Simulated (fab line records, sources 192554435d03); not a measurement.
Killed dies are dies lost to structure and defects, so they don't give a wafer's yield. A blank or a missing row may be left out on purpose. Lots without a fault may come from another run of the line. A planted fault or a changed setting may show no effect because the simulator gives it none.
Chamber matching | flow n5_finfet | N5_BEOL_M4_CO_CAP_55 on cvd_co-01: 3 sister chambers
The step material Co, precursor CCTBA/H2, target thk 2 nm, time 102.1 s. 3 wafers are shown with their chamber, then 12 later ones without.

WAFERS WITH THEIR CHAMBER
wafer  | chamber | heater_power_w (W)
L086.4 | 0       | 220
L085.2 | 1       | 243
L085.4 | 2       | 250

WAFERS WITHOUT THEIR CHAMBER
wafer  | heater_power_w (W)
L092.1 | 213
L092.2 | 246
L092.4 | 246
L091.1 | 240
L091.3 | 254
L091.6 | 213
L093.3 | 250
L093.5 | 214
L093.6 | 239
L095.1 | 210
L095.2 | 244
L095.4 | 222

WHICH CHAMBER EACH WENT THROUGH
wafer  | from the rows above     | in truth
L092.1 | 0                       | 0
L092.2 | can't be placed: 1 or 2 | 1
L092.4 | can't be placed: 1 or 2 | 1
L091.1 | can't be placed: 1 or 2 | 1
L091.3 | can't be placed: 2 or 1 | 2
L091.6 | 0                       | 0
L093.3 | can't be placed: 2 or 1 | 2
L093.5 | 0                       | 0
L093.6 | can't be placed: 1 or 2 | 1
L095.1 | 0                       | 0
L095.2 | can't be placed: 1 or 2 | 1
L095.4 | 0                       | 0
Placed correctly: 5 of 12. Can't be placed from these rows: 7 (the true chamber is among the candidates in 7). Placed wrongly: 0.
How it was worked out, from the rows above alone: a wafer's distance from a chamber is the root of the sum, over the readings, of the square of ((its reading less the chamber's mean) divided by the reading's scatter). The wafer belongs to the nearest chamber; if the next one is less than 2 further off, it can't be placed. A chamber's mean is the mean of its shown wafers. The scatter: with one shown wafer a chamber, the root of the mean of the squares of how far each hidden wafer lies from its nearest shown one.
